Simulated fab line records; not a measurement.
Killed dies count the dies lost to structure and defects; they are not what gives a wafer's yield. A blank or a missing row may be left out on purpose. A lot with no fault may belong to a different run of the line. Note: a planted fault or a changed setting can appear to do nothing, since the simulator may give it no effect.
What tool caused it? :: flow nand_harc :: 11 lots with 33 wafers sampled at 5 steps, on a route of 1302 steps

== WHAT THE GAUGES READ, wafer by wafer ==
NHARC_A_STAIRCASE_INSPECT_155. Usual: raw_defect_count 437, standard deviation 130.
lot: L141
measured: day 20 00:58
on: defect_inspect-01
raw_defect_count: 351 332 329
flag: 

lot: L142
measured: day 20 00:55
on: defect_inspect-02
raw_defect_count: 367 341 502
flag: 

lot: L143
measured: day 20 09:05
on: defect_inspect-01
raw_defect_count: 448 418 434
flag: 

lot: L144
measured: day 21 23:41
on: defect_inspect-02
raw_defect_count: 628 446 512
flag: 

lot: L152
measured: day 25 02:50
on: defect_inspect-01
raw_defect_count: 489 553 604
flag: 

lot: L154
measured: day 25 02:47
on: defect_inspect-02
raw_defect_count: 300 335 291
flag: 

lot: L153
measured: day 25 03:57
on: defect_inspect-02
raw_defect_count: 335 325 285
flag: 

lot: L158
measured: day 27 06:26
on: defect_inspect-01
raw_defect_count: 386 338 377
flag: 

lot: L157
measured: day 27 06:32
on: defect_inspect-02
raw_defect_count: 274 299 457
flag: 

lot: L160
measured: day 28 10:24
on: defect_inspect-02
raw_defect_count: 391 399 262
flag: 

lot: L161
measured: day 28 10:11
on: defect_inspect-01
raw_defect_count: 462 512 398
flag: 

NHARC_END_SORT_01. Usual: killed_at_array 62, standard deviation 22; killed_at_other 1.0, standard deviation 1.4; killed_at_periphery 4.2, standard deviation 2.8; killed_dies 67, standard deviation 23; killed_open 3.1, standard deviation 1.7; killed_short 2.1, standard deviation 1.5.
lot: L153
measured: day 30 10:26
on: prober-01
killed_at_array: 61 53 49
killed_at_other: 0 0 0
killed_at_periphery: 1 4 3
killed_dies: 62 57 52
killed_open: 0 4 1
killed_short: 1 2 3
flag: 

lot: L157
measured: day 32 04:36
on: prober-01
killed_at_array: 119 85 94
killed_at_other: 0 0 0
killed_at_periphery: 9 7 9
killed_dies: 128 92 103
killed_open: 3 0 2
killed_short: 2 1 2
flag: 

== EACH LOT AND THE TOOL THAT RAN IT (in order: tool; ch and the chambers of the sampled wafers; start) ==
lot: L141
NHARC_A_STAIRCASE_STRIP_476: rie_diel-01 ch 0,1,2, day 18 02:08
NHARC_A_STAIRCASE_ETCHBACK_157: rie_diel-04 ch 0,2,3, day 20 00:00
NHARC_A_STAIRCASE_STRIP_475: rie_diel-04 ch 0,1, day 20 00:10

lot: L142
NHARC_A_STAIRCASE_STRIP_476: rie_diel-01 ch 0,1,2, day 18 03:52
NHARC_A_STAIRCASE_ETCHBACK_157: rie_diel-05 ch 0,1,3, day 19 23:42
NHARC_A_STAIRCASE_STRIP_475: rie_diel-05 ch 0,1,3, day 19 23:53

lot: L143
NHARC_A_STAIRCASE_STRIP_476: rie_diel-05 ch 0,2,3, day 18 08:50
NHARC_A_STAIRCASE_ETCHBACK_157: rie_diel-05 ch 0,1,2, day 20 08:13
NHARC_A_STAIRCASE_STRIP_475: rie_diel-05 ch 0,1,3, day 20 08:23

lot: L144
NHARC_A_STAIRCASE_STRIP_476: rie_diel-01 ch 0,2, day 20 05:13
NHARC_A_STAIRCASE_ETCHBACK_157: rie_diel-05 ch 0,1, day 21 22:41
NHARC_A_STAIRCASE_STRIP_475: rie_diel-05 ch 1,3, day 21 22:52

lot: L152
NHARC_A_STAIRCASE_STRIP_476: rie_diel-01 ch 0,2,3, day 23 07:04
NHARC_A_STAIRCASE_ETCHBACK_157: rie_diel-05 ch 1,3, day 25 01:53
NHARC_A_STAIRCASE_STRIP_475: rie_diel-05 ch 2,3, day 25 02:06

lot: L154
NHARC_A_STAIRCASE_STRIP_476: rie_diel-01 ch 2,3, day 23 08:28
NHARC_A_STAIRCASE_ETCHBACK_157: rie_diel-04 ch 1,2,3, day 25 01:55
NHARC_A_STAIRCASE_STRIP_475: rie_diel-04 ch 2,3, day 25 02:04

lot: L153
NHARC_A_STAIRCASE_STRIP_476: rie_diel-05 ch 0,1,3, day 23 09:46
NHARC_A_STAIRCASE_ETCHBACK_157: rie_diel-05 ch 1,2,3, day 25 03:02
NHARC_A_STAIRCASE_STRIP_475: rie_diel-05 ch 0,2,3, day 25 03:14

lot: L158
NHARC_A_STAIRCASE_STRIP_476: rie_diel-01 ch 1,2, day 25 02:41
NHARC_A_STAIRCASE_ETCHBACK_157: rie_diel-01 ch 2,3, day 27 05:33
NHARC_A_STAIRCASE_STRIP_475: rie_diel-01 ch 1,2,3, day 27 05:44

lot: L157
NHARC_A_STAIRCASE_STRIP_476: rie_diel-04 ch 0,1,3, day 25 03:20
NHARC_A_STAIRCASE_ETCHBACK_157: rie_diel-05 ch 0,1,2, day 27 05:37
NHARC_A_STAIRCASE_STRIP_475: rie_diel-05 ch 0,2, day 27 05:50

lot: L160
NHARC_A_STAIRCASE_STRIP_476: rie_diel-01 ch 0,2,3, day 26 13:18
NHARC_A_STAIRCASE_ETCHBACK_157: rie_diel-01 ch 0,1,3, day 28 09:31
NHARC_A_STAIRCASE_STRIP_475: rie_diel-01 ch 0,1,2, day 28 09:41

lot: L161
NHARC_A_STAIRCASE_STRIP_476: rie_diel-05 ch 1,3, day 26 14:43
NHARC_A_STAIRCASE_ETCHBACK_157: rie_diel-05 ch 0,1,3, day 28 09:19
NHARC_A_STAIRCASE_STRIP_475: rie_diel-05 ch 0,2, day 28 09:29
- NHARC_A_STAIRCASE_STRIP_476: strips in O2, time 20 s.
- NHARC_A_STAIRCASE_ETCHBACK_157: etches the open film in CH3F/O2, target depth 90 nm, time 167.14 s.
- NHARC_A_STAIRCASE_STRIP_475: strips in O2, time 20 s.

== AS READ BY THE TOOLS THEMSELVES (means over the sampled wafers that have a number; for cases with no such wafer, the mark the record gives instead) ==
NHARC_A_STAIRCASE_STRIP_476. Usual: chamber_pressure_mTorr 60.00 mTorr, standard deviation 0.047; drypump_motor_current_A 6.0 A, standard deviation 0.53; oes_product_au 1.001 a.u., standard deviation 0.01; rf_vpp_V 57.8 V, standard deviation 0.84; showerhead_plenum_p_Torr 3.48 Torr, standard deviation 0.13; throttle_valve_pct 17.038 %, standard deviation 0.0093.
lot: L141
tool: rie_diel-01
chamber_pressure_mTorr (mTorr): 60.03
drypump_motor_current_A (A): 6.3
oes_product_au (a.u.): 1.008
rf_vpp_V (V): 57.4
showerhead_plenum_p_Torr (Torr): 3.43
throttle_valve_pct (%): 17.039
flag: 

lot: L142
tool: rie_diel-01
chamber_pressure_mTorr (mTorr): 60.02
drypump_motor_current_A (A): 6.3
oes_product_au (a.u.): 1.004
rf_vpp_V (V): 58.5
showerhead_plenum_p_Torr (Torr): 3.43
throttle_valve_pct (%): 17.041
flag: 

lot: L143
tool: rie_diel-05
chamber_pressure_mTorr (mTorr): 60.02
drypump_motor_current_A (A): 5.7
oes_product_au (a.u.): 1.002
rf_vpp_V (V): 57.7
showerhead_plenum_p_Torr (Torr): 3.42
throttle_valve_pct (%): 17.048
flag: 

lot: L144
tool: rie_diel-01
chamber_pressure_mTorr (mTorr): 59.98
drypump_motor_current_A (A): 6.5
oes_product_au (a.u.): 0.998
rf_vpp_V (V): 57.3
showerhead_plenum_p_Torr (Torr): 3.37
throttle_valve_pct (%): 17.038
flag: 

lot: L152
tool: rie_diel-01
chamber_pressure_mTorr (mTorr): 59.97
drypump_motor_current_A (A): 6.4
oes_product_au (a.u.): 1.003
rf_vpp_V (V): 57.3
showerhead_plenum_p_Torr (Torr): 3.41
throttle_valve_pct (%): 17.040
flag: 

lot: L154
tool: rie_diel-01
chamber_pressure_mTorr (mTorr): 59.98
drypump_motor_current_A (A): 6.3
oes_product_au (a.u.): 1.004
rf_vpp_V (V): 57.3
showerhead_plenum_p_Torr (Torr): 3.46
throttle_valve_pct (%): 17.039
flag: 

lot: L153
tool: rie_diel-05
chamber_pressure_mTorr (mTorr): 59.98
drypump_motor_current_A (A): 5.4
oes_product_au (a.u.): 0.994
rf_vpp_V (V): 58.1
showerhead_plenum_p_Torr (Torr): 3.50
throttle_valve_pct (%): 17.039
flag: 

lot: L158
tool: rie_diel-01
chamber_pressure_mTorr (mTorr): 59.98
drypump_motor_current_A (A): 6.2
oes_product_au (a.u.): 0.996
rf_vpp_V (V): 57.4
showerhead_plenum_p_Torr (Torr): 3.46
throttle_valve_pct (%): 17.039
flag: 

lot: L157
tool: rie_diel-04
chamber_pressure_mTorr (mTorr): 60.01
drypump_motor_current_A (A): 5.9
oes_product_au (a.u.): 1.002
rf_vpp_V (V): 59.0
showerhead_plenum_p_Torr (Torr): 3.54
throttle_valve_pct (%): 17.046
flag: 

lot: L160
tool: rie_diel-01
chamber_pressure_mTorr (mTorr): 59.97
drypump_motor_current_A (A): 6.4
oes_product_au (a.u.): 0.997
rf_vpp_V (V): 58.1
showerhead_plenum_p_Torr (Torr): 3.40
throttle_valve_pct (%): 17.045
flag: 

lot: L161
tool: rie_diel-05
chamber_pressure_mTorr (mTorr): 60.04
drypump_motor_current_A (A): 5.0
oes_product_au (a.u.): 0.999
rf_vpp_V (V): 57.4
showerhead_plenum_p_Torr (Torr): 3.57
throttle_valve_pct (%): 17.040
flag: 

NHARC_A_STAIRCASE_ETCHBACK_157. Usual: bias_w 100.04 W, standard deviation 0.29; drypump_motor_current_A 5.8 A, standard deviation 0.53; oes_product_au 0.97 a.u., standard deviation 0.032; rf_vpp_V 243.9 V, standard deviation 1.6; showerhead_plenum_p_Torr 2.42 Torr, standard deviation 0.096; throttle_valve_pct 20.663 %, standard deviation 0.0089.
lot: L141
tool: rie_diel-04
bias_w (W): 100.09
drypump_motor_current_A (A): 5.8
oes_product_au (a.u.): 0.93
rf_vpp_V (V): 245.8
showerhead_plenum_p_Torr (Torr): 2.52
throttle_valve_pct (%): 20.661
flag: 

lot: L142
tool: rie_diel-05
bias_w (W): 100.20
drypump_motor_current_A (A): 5.4
oes_product_au (a.u.): 1.00
rf_vpp_V (V): 243.9
showerhead_plenum_p_Torr (Torr): 2.45
throttle_valve_pct (%): 20.670
flag: 

lot: L143
tool: rie_diel-05
bias_w (W): 100.12
drypump_motor_current_A (A): 5.5
oes_product_au (a.u.): 1.00
rf_vpp_V (V): 243.4
showerhead_plenum_p_Torr (Torr): 2.37
throttle_valve_pct (%): 20.661
flag: 

lot: L144
tool: rie_diel-05
bias_w (W): 99.77
drypump_motor_current_A (A): 5.6
oes_product_au (a.u.): 0.94
rf_vpp_V (V): 243.4
showerhead_plenum_p_Torr (Torr): 2.38
throttle_valve_pct (%): 20.670
flag: 

lot: L152
tool: rie_diel-05
bias_w (W): 99.73
drypump_motor_current_A (A): 5.2
oes_product_au (a.u.): 0.92
rf_vpp_V (V): 244.0
showerhead_plenum_p_Torr (Torr): 2.50
throttle_valve_pct (%): 20.663
flag: 

lot: L154
tool: rie_diel-04
bias_w (W): 99.84
drypump_motor_current_A (A): 5.8
oes_product_au (a.u.): 1.01
rf_vpp_V (V): 245.2
showerhead_plenum_p_Torr (Torr): 2.50
throttle_valve_pct (%): 20.665
flag: 

lot: L153
tool: rie_diel-05
bias_w (W): 99.86
drypump_motor_current_A (A): 5.3
oes_product_au (a.u.): 0.99
rf_vpp_V (V): 244.1
showerhead_plenum_p_Torr (Torr): 2.42
throttle_valve_pct (%): 20.656
flag: 

lot: L158
tool: rie_diel-01
bias_w (W): 100.03
drypump_motor_current_A (A): 6.2
oes_product_au (a.u.): 0.94
rf_vpp_V (V): 243.4
showerhead_plenum_p_Torr (Torr): 2.39
throttle_valve_pct (%): 20.657
flag: 

lot: L157
tool: rie_diel-05
bias_w (W): 100.17
drypump_motor_current_A (A): 5.5
oes_product_au (a.u.): 1.00
rf_vpp_V (V): 244.2
showerhead_plenum_p_Torr (Torr): 2.48
throttle_valve_pct (%): 20.662
flag: 

lot: L160
tool: rie_diel-01
bias_w (W): 99.91
drypump_motor_current_A (A): 6.4
oes_product_au (a.u.): 1.00
rf_vpp_V (V): 243.0
showerhead_plenum_p_Torr (Torr): 2.36
throttle_valve_pct (%): 20.668
flag: 

lot: L161
tool: rie_diel-05
bias_w (W): 99.84
drypump_motor_current_A (A): 5.4
oes_product_au (a.u.): 1.00
rf_vpp_V (V): 243.9
showerhead_plenum_p_Torr (Torr): 2.42
throttle_valve_pct (%): 20.655
flag: 

NHARC_A_STAIRCASE_STRIP_475. Usual: chamber_pressure_mTorr 59.99 mTorr, standard deviation 0.094; drypump_motor_current_A 5.9 A, standard deviation 0.54; oes_product_au 0.999 a.u., standard deviation 0.011; rf_vpp_V 57.7 V, standard deviation 0.85; showerhead_plenum_p_Torr 3.47 Torr, standard deviation 0.14; throttle_valve_pct 17.037 %, standard deviation 0.008.
lot: L141
tool: rie_diel-04
chamber_pressure_mTorr (mTorr): 59.99
drypump_motor_current_A (A): 5.5
oes_product_au (a.u.): 0.997
rf_vpp_V (V): 58.0
showerhead_plenum_p_Torr (Torr): 3.44
throttle_valve_pct (%): 17.040
flag: 

lot: L142
tool: rie_diel-05
chamber_pressure_mTorr (mTorr): 60.00
drypump_motor_current_A (A): 5.4
oes_product_au (a.u.): 1.004
rf_vpp_V (V): 57.9
showerhead_plenum_p_Torr (Torr): 3.52
throttle_valve_pct (%): 17.036
flag: 

lot: L143
tool: rie_diel-05
chamber_pressure_mTorr (mTorr): 59.99
drypump_motor_current_A (A): 5.4
oes_product_au (a.u.): 0.993
rf_vpp_V (V): 58.0
showerhead_plenum_p_Torr (Torr): 3.52
throttle_valve_pct (%): 17.038
flag: 

lot: L144
tool: rie_diel-05
chamber_pressure_mTorr (mTorr): 59.96
drypump_motor_current_A (A): 5.2
oes_product_au (a.u.): 0.986
rf_vpp_V (V): 57.6
showerhead_plenum_p_Torr (Torr): 3.60
throttle_valve_pct (%): 17.039
flag: 

lot: L152
tool: rie_diel-05
chamber_pressure_mTorr (mTorr): -
drypump_motor_current_A (A): -
oes_product_au (a.u.): -
rf_vpp_V (V): -
showerhead_plenum_p_Torr (Torr): -
throttle_valve_pct (%): -
flag: OFF

lot: L154
tool: rie_diel-04
chamber_pressure_mTorr (mTorr): -
drypump_motor_current_A (A): -
oes_product_au (a.u.): -
rf_vpp_V (V): -
showerhead_plenum_p_Torr (Torr): -
throttle_valve_pct (%): -
flag: OFF

lot: L153
tool: rie_diel-05
chamber_pressure_mTorr (mTorr): -
drypump_motor_current_A (A): -
oes_product_au (a.u.): -
rf_vpp_V (V): -
showerhead_plenum_p_Torr (Torr): -
throttle_valve_pct (%): -
flag: OFF

lot: L158
tool: rie_diel-01
chamber_pressure_mTorr (mTorr): 60.02
drypump_motor_current_A (A): 6.2
oes_product_au (a.u.): 0.998
rf_vpp_V (V): 58.2
showerhead_plenum_p_Torr (Torr): 3.45
throttle_valve_pct (%): 17.032
flag: 

lot: L157
tool: rie_diel-05
chamber_pressure_mTorr (mTorr): 60.02
drypump_motor_current_A (A): 5.9
oes_product_au (a.u.): 0.994
rf_vpp_V (V): 58.0
showerhead_plenum_p_Torr (Torr): 3.47
throttle_valve_pct (%): 17.027
flag: 

lot: L160
tool: rie_diel-01
chamber_pressure_mTorr (mTorr): 59.98
drypump_motor_current_A (A): 6.3
oes_product_au (a.u.): 0.999
rf_vpp_V (V): 57.1
showerhead_plenum_p_Torr (Torr): 3.40
throttle_valve_pct (%): 17.040
flag: 

lot: L161
tool: rie_diel-05
chamber_pressure_mTorr (mTorr): 59.99
drypump_motor_current_A (A): 5.9
oes_product_au (a.u.): 0.989
rf_vpp_V (V): 58.2
showerhead_plenum_p_Torr (Torr): 3.47
throttle_valve_pct (%): 17.038
flag: 

== THE ANSWER, worked out from the rows above alone ==
Rule: lot off if the mean of its wafers having a number is beyond 3 standard deviations from the usual mean. A lot without any number at a reading at which 4 lots or more have one is off too. Any other lot the step has rows for is counted as sound. First the gauges in route order, then the tools' own readings, where a lot's mean is used as printed above. At the first step where some lot is off, the reading lying furthest off is the one used; lots without a number count as furthest.
Off: L152, L154, L153, at NHARC_A_STAIRCASE_STRIP_475 (chamber_pressure_mTorr). Without a number there: L152, L154, L153.
If a tool, at that step or one of the process steps before it, ran each lot that is off and ran no sound lot following the first of them, it fits. Of those tried, none fits.

== WHAT HAD BEEN PUT IN BY THE SIMULATOR ==
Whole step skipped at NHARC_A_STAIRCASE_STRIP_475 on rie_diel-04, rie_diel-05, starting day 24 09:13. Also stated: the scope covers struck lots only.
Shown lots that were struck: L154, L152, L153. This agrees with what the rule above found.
